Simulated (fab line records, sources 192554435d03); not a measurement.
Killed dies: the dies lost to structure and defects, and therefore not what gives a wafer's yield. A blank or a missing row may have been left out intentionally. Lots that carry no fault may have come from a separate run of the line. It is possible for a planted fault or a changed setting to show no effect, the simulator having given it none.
fab line records -- flow n5Finfet
record lots=4, wafers=12, lastDay=17
route steps=1938 shown SDB@361 DUMMY_REMOVAL@377 HKMG_FIN@385 GATE_CUT@469 BEOL_M4@1111 PASSIVATION@1936
lots that met no fault: taken from a fault-free run of the same line
startH: hours from the record's first day to the start of the lot's first wafer shown -- waitH: hours elapsed since this lot's preceding step -- " the same as in the row above -- L1.1+2: a row that stands for several wafers -- - value missing, or start not given -- * or withheld: withheld -- < > ~ a bound
route shown NAME@n: a module of which the file shows steps, and the number in the route of the first -- usual: average and standard deviation across the fault-free wafers -- same: alike in all rows -- chamber/n: place in a boat -- sites: the reading at each site -- _std_site: the standard deviation of these -- _edge_site: outer sites' mean less inner sites' -- radiusMm: for every site, how far away it sits from the centre of the wafer -- mask NAME#n: copy n -- behind: the last tool/chamber to shape the wafer -- hold: what put the lot on hold/how long, in hours/how the hold closed -- device: transistor that didn't switch, given as n, p or np -- end of line: the route-end tests of the same wafers -- step lacking rows: just its recipe -- killed: at the first sort, the dies lost to defects and structure; wafer yield is something else -- map: the dies of a wafer, with x for killed, . for not killed, _ for no die there
set.NAME: the setting that was run; set.NAME@STEP: the one run at that earlier step -- model.NAME: the simulator's own value behind a step, which no gauge read
lots at some steps of the route; a table a step, a row a wafer
services: when a tool's chamber went out of use (startH, in hours from the record's first day, below 0 if earlier), for how many hours, and the reason
## steps
# step N5_SDB_ETCH_18
# recipe chemistry=N2/H2, target=SOC, targetDepthA=1000, overetchA=200, maskMaterial=SiARC, tempC=40, timeS=150, ionEnergyEv=200, pressureMtorr=30, sourceW=840, biasW=150, n2FlowSccm=200, h2FlowSccm=200
# step N5_SDB_STRIP_19
# recipe chemistry=N2/H2, tempC=40, n2FlowSccm=200, h2FlowSccm=200, rfFrequencyHz=6e+07
# step N5_SDB_STRIP_21
# recipe chemistry=CF4, resist=SiARC, powerW=300, biasPowerW=75, pressureMtorr=50, cf4FlowSccm=150, rfFrequencyHz=6e+07
# step N5_SDB_HM_OPEN_20
# recipe chemistry=CH3F/O2, target=SiNx, maskMaterial=SOC, targetDepthA=240, stopOn=poly-Si, overEtchFrac=0.4, ionEnergyEv=120, pressureMtorr=30, sourceW=395, biasW=73, Ar_flow_sccm=150, CH3F_flow_sccm=30, O2_flow_sccm=20
# step N5_SDB_STRIP_22
# recipe chemistry=N2/H2, powerW=1000, tempC=250, h2Frac=0.65, overashFraction=0.3, pressureMtorr=withheld, n2FlowSccm=1750, h2FlowSccm=3250
# step N5_SDB_PRECLEAN_23
# recipe chemistry=dHF, timeS=30, tempC=25, dilution=withheld
# step N5_SDB_DUMMY_REMOVE_24
# recipe chemistry=TMAH, tempC=70, target=poly-Si, stopOn=SiO2, targetDepthNm=142, concWtPct=5, timeS=57, dry=ipaMarangoni, rinseTimeS=30, rinseTempC=23
# step N5_SDB_ETCH_25
# recipe chemistry=C4F6/O2, target=SiO2, targetDepthA=100, timeS=3.3, ionEnergyEv=250, maskMaterial=SiNx, pressureMtorr=30, sourceW=345, biasW=185, Ar_flow_sccm=300, C4F6_flow_sccm=10, O2_flow_sccm=10
# step N5_SDB_CUT_ETCH_26
# recipe chemistry=HBr/Cl2/O2, target=Si, targetDepthA=1296, btTimeS=20, maskMaterial=SiNx, timeS=51.8, ionEnergyEv=*, biasW=*, pressureMtorr=10, icpW=800, HBr_flow_sccm=150, Cl2_flow_sccm=80, O2_flow_sccm=12
# step N5_SDB_PRECLEAN_38
# recipe chemistry=dHF, timeS=10, dilution=750:1, tempC=25
# step N5_SDB_PRECLEAN_39
# recipe chemistry=O3/DIW, timeS=45, tempC=22, o3Ppm=10
# step N5_SDB_SRD_28
# recipe dry=ipaMarangoni, timeS=30, tempC=23, rinseLiquid=diw
# step N5_SDB_ALD_29
# recipe material=SiNx, targetThkA=300, tempC=400, aldPrecursorFamily=SiH2I2, aldCoReactant=N2/H2-plasma, pulseTimeS=1, aldCycles=600, purgeTimeS=2, coReactantPurgeTimeS=2, pressureTorr=2
# usual aldCycles=600/0, heaterPowerW=866/73, precursorPulseHeightRel=1.000/0.023
lot.wafer,tool,chamber,startH,waitH,aldCycles,heaterPowerW,precursorPulseHeightRel,model.SiNx_of_SDB_ALD_29.thkNm
L541.1,aldSin-02,3,96.60,0.0,600,832,0.952,30
L541.2,aldSin-02,1,96.60,0.0,600,867,1.014,30
L541.6,aldSin-02,3,97.95,1.4,600,818,0.967,30
L542.1,aldSin-02,3,103.26,0.2,600,823,1.032,30
L542.4,aldSin-02,0,103.26,0.2,600,1036,1.008,30
L542.5,aldSin-02,0,104.61,1.6,236,1035,0.948,11.8
L543.1,aldSin-02,0,108.39,0.0,600,1036,1.023,30
L543.5,aldSin-02,3,109.74,1.4,236,832,0.978,11.8
L543.6,aldSin-02,2,109.74,1.4,600,858,1.014,30
L557.2,aldSin-01,3,194.01,0.0,600,893,1.004,30
L557.3,aldSin-01,0,194.01,0.0,600,882,0.983,29.8
L557.5,aldSin-01,1,195.36,1.4,600,868,0.985,30
# step N5_SDB_CMP_30
# recipe stopOn=poly-Si, tOverpolishS=1.54, postCmpClean=alkalineBrush, downForcePsi=4.1491, platenRpm=51.796, padVelocityMS=1.0306, targetThkNm=30
# step N5_DUMMY_REMOVAL_HM_STRIP_01
# recipe chemistry=CH3F/O2, material=SiNx, targetDepthA=40, stopOn=poly-Si, timeS=6.8, overEtchFrac=0.3, ionEnergyEv=60, powerW=410, biasW=29, Ar_flow_sccm=150, CH3F_flow_sccm=30, O2_flow_sccm=20
# step N5_DUMMY_REMOVAL_STRIP_10
# recipe chemistry=N2/H2, timeS=40, powerW=100, tempC=40, pressureMtorr=100, rfFrequencyHz=6e+07, biasPowerW=3, n2FlowSccm=300, h2FlowSccm=300
# step N5_DUMMY_REMOVAL_PRECLEAN_07
# recipe chemistry=dHF, timeS=30, tempC=25, dilution=withheld
# step N5_DUMMY_REMOVAL_DUMMY_REMOVE_02
# recipe chemistry=TMAH, tempC=70, target=poly-Si, stopOn=SiO2, targetDepthNm=142, concWtPct=5, timeS=57, dry=ipaMarangoni, rinseTimeS=30, rinseTempC=23
# step N5_DUMMY_REMOVAL_PRECLEAN_08
# recipe chemistry=NF3:NH3, afsCycles=2, tempC=30, timeS=20, sublimationTempC=180, sublimationTimeS=60, pressureTorr=3, rfPowerW=30
# step N5_DUMMY_REMOVAL_PRECLEAN_04
# recipe chemistry=DHF, timeS=37, tempC=25, dilution=500:1
# step N5_DUMMY_REMOVAL_SRD_05
# recipe dry=ipaMarangoni, doPpb=5, timeS=30, tempC=23, rinseLiquid=diw
# step N5_HKMG_FIN_IL_REGROW_00
# recipe material=SiO2, targetThkA=7.5, chemistry=O3, tempC=withheld, timeS=30
# step N5_HKMG_FIN_HK_ALD_01
# recipe material=HfO2, targetThkA=16, tempC=withheld, aldPrecursorFamily=HfCl4, aldCoReactant=H2O, pulseTimeS=3, purgeTimeS=3, coReactantPurgeTimeS=2.5, coReactantPulseTimeS=0.3, aldCycles=30
# step N5_HKMG_FIN_HK_ANNEAL_02
# recipe tempC=700, timeS=30, ambient=N2, idleTempC=600, rampUpCPerS=150, rampDownCPerS=60, coolToC=600
# step N5_HKMG_FIN_ALD_74
# recipe material=La2O3, targetThkA=5, tempC=250, aldPrecursorFamily=La-Cp, aldCoReactant=O3, pulseTimeS=6, coReactantPulseTimeS=1, purgeTimeS=3, coReactantPurgeTimeS=3
# step N5_HKMG_FIN_ALD_75
# recipe material=Al2O3, targetThkA=10, tempC=150, aldPrecursorFamily=TMA, aldCoReactant=H2O, pulseTimeS=withheld, coReactantPulseTimeS=1
# step N5_HKMG_FIN_COAT_41
# recipe resist=SOC, tempC=250, timeS=60, spinRpm=1500, resistThkNm=300
# step N5_HKMG_FIN_COAT_42
# recipe resist=SiARC, tempC=220, timeS=60, spinRpm=1500, resistThkNm=35
# step N5_HKMG_FIN_COAT_43
# recipe resist=CAR-ArF, spinRpm=1500, resistThkNm=90
# step N5_HKMG_FIN_EBR_45
# recipe solvent=PGMEA, ebrWidthMm=1.5
# step N5_HKMG_FIN_SOFTBAKE_44
# recipe tempC=110, timeS=60, resist=CAR-ArF
# step N5_HKMG_FIN_EXPOSE_46
# recipe maskId=NDIPOLE, na=1.35, sourceShape=conventional, sigmaOuter=0.8, polarization=unpolarized, doseMj=40
# step N5_HKMG_FIN_PEB_47
# recipe pebTempC=withheld, pebTimeS=60, resist=CAR-ArF
# step N5_HKMG_FIN_DEVELOP_48
# recipe developTimeS=30, developer=TMAH, resist=CAR-ArF, rinseLiquid=diw, dry=airSpin, devTempC=23
# step N5_HKMG_FIN_DESCUM_53
# recipe chemistry=O2, timeS=7.9, sourcePowerW=50, biasPowerW=20, pressureMtorr=20, rfFrequencyHz=2.712e+07, tempC=40, resist=CAR-ArF, o2FlowSccm=225
# step N5_HKMG_FIN_ETCH_54
# recipe chemistry=CF4, target=SiARC, targetDepthA=455, maskMaterial=CAR-ArF, timeS=75.8, ionEnergyEv=80, pressureMtorr=40, sourceW=545, biasW=36, Ar_flow_sccm=100, cf4FlowSccm=100, ends=cleared
# step N5_GATE_CUT_ETCH_58
# recipe chemistry=CH3F/O2, target=SiNx, targetDepthA=170, timeS=128.6, ionEnergyEv=50, pressureMtorr=30, sourceW=415, biasW=21, Ar_flow_sccm=150, CH3F_flow_sccm=30, O2_flow_sccm=20
# usual drypumpMotorCurrentA=5.9/0.51, oesProductAu=0.77/0.082, rfVppV=99.4/0.91, showerheadPlenumPTorr=2.04/0.055, throttleValvePct=16.30/0.18
lot.wafer,tool,chamber,startH,waitH,drypumpMotorCurrentA,oesProductAu,rfHoursCounterH,rfVppV,showerheadPlenumPTorr,throttleValvePct,model.SiNx_of_SDB_ALD_29.thkNm
L541.1,rieDiel-01,1,110.06,0.1,5.9,0.92,26,100.2,2.13,16.10,24.4
L541.2,rieDiel-01,3,110.06,0.1,6.3,0.76,163,98.1,1.99,16.27,24.6
L541.6,rieDiel-01,0,110.06,0.1,5.8,0.98,-,98.6,2.04,16.19,24.4
L542.1,rieDiel-03,0,116.33,0.0,6.7,0.78,99,99.3,2.04,16.36,24.6
L542.4,rieDiel-03,3,116.33,0.0,5.9,0.74,-,99.0,2.07,16.41,24.6
L542.5,rieDiel-03,0,116.33,0.0,6.8,0.79,-,98.7,2.04,16.37,9.6
L543.1,rieDiel-01,0,121.37,0.1,5.8,0.97,7,98.3,2.04,16.20,24.4
L543.5,rieDiel-01,2,121.37,0.1,5.7,0.74,-,99.8,2.07,16.03,9.6
L543.6,rieDiel-01,3,121.37,0.1,6.3,0.75,-,99.5,1.99,16.27,24.6
L557.2,rieDiel-03,0,207.94,0.2,6.7,0.75,127,100.1,2.03,16.42,24.6
L557.3,rieDiel-03,3,207.94,0.2,5.9,0.71,186,101.1,2.06,16.45,24.4
L557.5,rieDiel-03,0,207.94,0.2,6.8,0.75,-,99.9,2.03,16.41,24.6
# step N5_BEOL_M4_RC_MEAS_101
# usual DIBL_N=36.2/1.7, DIBL_P=36.6/1.9, IOFF_N=0.16/0.032, IOFF_P=0.21/0.037, ION_N=675/12, ION_P=460/8.1, SS_N=71.4/0.58, SS_P=73.4/0.64, VT_N=249/3.2, VT_P=-252/3.4
lot.wafer,tool,chamber,startH,waitH,DIBL_N[mV/V],DIBL_P[mV/V],IOFF_N[nA/um],IOFF_P[nA/um],ION_N[uA/um],ION_P[uA/um],SS_N[mV/dec],SS_P[mV/dec],VT_N[mV],VT_P[mV]
L541.1,prober-02,0,194.21,0.0,37.8,37.4,0.18,0.20,667,459,72.2,73.2,250,-251
L541.2,prober-02,0,194.21,0.0,34.2,34.7,0.13,0.17,666,459,70.6,72.6,253,-253
L541.6,prober-02,0,194.21,0.0,37.5,37.7,0.18,0.21,678,462,71.9,73.4,250,-248
L542.1,prober-02,0,200.09,0.0,35.7,35.5,0.16,0.20,666,455,71.5,73.1,248,-252
L542.4,prober-02,0,200.09,0.0,35.9,37.0,0.17,0.23,678,467,71.0,73.7,245,-251
L542.5,prober-02,0,200.09,0.0,35.9,36.4,0.17,0.22,692,470,71.6,73.3,246,-251
L543.1,prober-02,0,203.41,0.0,37.6,40.9,0.19,0.25,684,463,72.0,74.5,245,-250
L543.5,prober-02,0,203.41,0.0,34.9,36.2,0.13,0.17,662,452,71.2,73.4,254,-254
L543.6,prober-02,0,203.41,0.0,39.3,41.3,0.21,0.25,681,456,71.8,74.5,247,-249
L557.2,prober-02,0,290.45,0.2,38.6,38.3,0.21,0.28,682,470,72.1,73.4,246,-246
L557.3,prober-02,0,290.45,0.2,38.1,36.6,0.21,0.25,698,473,71.9,73.4,241,-246
L557.5,prober-02,0,290.45,0.2,37.7,36.8,0.20,0.25,684,468,71.8,73.3,245,-246
# step N5_PASSIVATION_PROBE_49
# usual defectLimitedYield=91.3/1.5, killed_at_M0_to_M3=35/10, killed_at_M4_up=12/4.6, killedAtContacts=13/6.6, killedAtFrontEnd=39/11, killedAtOther=4/3.4, killedDies=103/17, killedOpen=67/13, killedShort=35/8.2, sort_bin_5_function=5.1/0.94, sort_bin_6_memory=3.2/0.7, sortNPass=1077/17, sortYieldPct=91.3/1.5
# same grossDies=1180, killedAtBackSide=0, sort_bin_4_leakage[%]=0, sort_bin_8_speed[%]=0
lot.wafer,tool,chamber,startH,waitH,defectLimitedYield[%],killed_at_M0_to_M3,killed_at_M4_up,killedAtContacts,killedAtFrontEnd,killedAtOther,killedDies,killedOpen,killedShort,sort_bin_5_function[%],sort_bin_6_memory[%],sortNPass,sortYieldPct[%]
L542.1,prober-01,-,303.15,0.0,87.8,42,11,35,50,6,144,96,48,6.7,5.0,1036,87.8
L542.4,prober-01,-,303.30,0.2,92.5,46,10,13,18,1,88,58,30,4.2,3.1,1092,92.5
L542.5,prober-01,-,303.35,0.2,89.7,38,13,11,58,1,121,74,41,5.2,4.2,1059,89.7
# killed by level:class
L542.1 MOL_CONTACT_COAG:geometricParticle:open=27 BEOL_M1:geometricParticle:open=10 GATE_CUT:geometricParticle:short=9 FIN_SAQP:geometricParticle:open=8 GATE_CUT:geometricParticle:open=8 MOL_CONTACT_COAG:geometricParticle:short=8 STI_FIN_REVEAL:geometricParticle:open=7 BEOL_M0_SAQP:geometricParticle:short=6
L542.4 BEOL_M2:geometricParticle:open=12 MOL_CONTACT_COAG:geometricParticle:open=9 BEOL_M1:geometricParticle:open=9 BEOL_M0:geometricParticle:open=6 MOL_CONTACT_COAG:geometricParticle:short=4 BEOL_M0_SAQP:geometricParticle:short=4 BEOL_M0_SAQP:geometricParticle:open=4 BEOL_M2:geometricParticle:short=4
L542.5 FIN_SAQP:geometricParticle:open=12 FIN_SAQP:geometricParticle:short=10 BEOL_M3:geometricParticle:open=8 STI_FIN_REVEAL:geometricParticle:open=7 MOL_CONTACT_COAG:geometricParticle:open=7 BEOL_M0:geometricParticle:open=7 BEOL_M1:geometricParticle:open=7 HKMG_FIN:areaEtch=6
## services
tool,chamber,startH,hours,kind
rieDiel-01,0,83.87,-,clean
rieDiel-01,0,83.87,-,consumableReplace:focusRing
rieDiel-01,0,83.87,18.3,scheduledDown
rieDiel-01,0,83.87,18.3,ventCycle
rieDiel-03,1,85.69,1.9,repair
aldSin-01,2,91.42,7.6,repair
rieDiel-01,-,94.95,0.5,repair
rieDiel-03,2,116.00,-,clean
rieDiel-03,2,116.00,-,consumableReplace:focusRing
rieDiel-03,2,116.00,23.7,scheduledDown
rieDiel-03,2,116.00,23.7,ventCycle
rieDiel-03,-,172.67,0.3,repair
aldSin-02,-,176.75,14.0,pm
aldSin-02,0,176.75,14.0,ventCycle
aldSin-02,1,176.75,14.0,ventCycle
aldSin-02,2,176.75,14.0,ventCycle
aldSin-02,3,176.75,14.0,ventCycle
aldSin-02,0,190.75,-,clean
aldSin-02,1,190.75,-,clean
aldSin-02,2,190.75,-,clean
aldSin-02,3,190.75,-,clean
rieDiel-03,1,193.13,8.5,repair
## key
firstSign step=N5_SDB_ALD_29, reading=aldCycles, direction=down, sigmas=99+, usual=*, struck=*
effect none on later readings
modelEffect step=N5_SDB_ALD_29, value=SiNx_of_SDB_ALD_29.thkNm, without=30, struck=11.8
modelEffect step=N5_GATE_CUT_ETCH_58, value=SiNx_of_SDB_ALD_29.thkNm, without=24.6, struck=9.6
metAt N5_SDB_ALD_29
struckWafers L542.5,L543.5
fault kind=processParameterDrift, tool=aldSin-02, chamber=-, onsetH=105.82, steps=N5_SDB_ALD_29, channel=aldCycles, offset=*, shape=step, endH=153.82, scope=struckWafersOnly, actsIn=*, stated=*
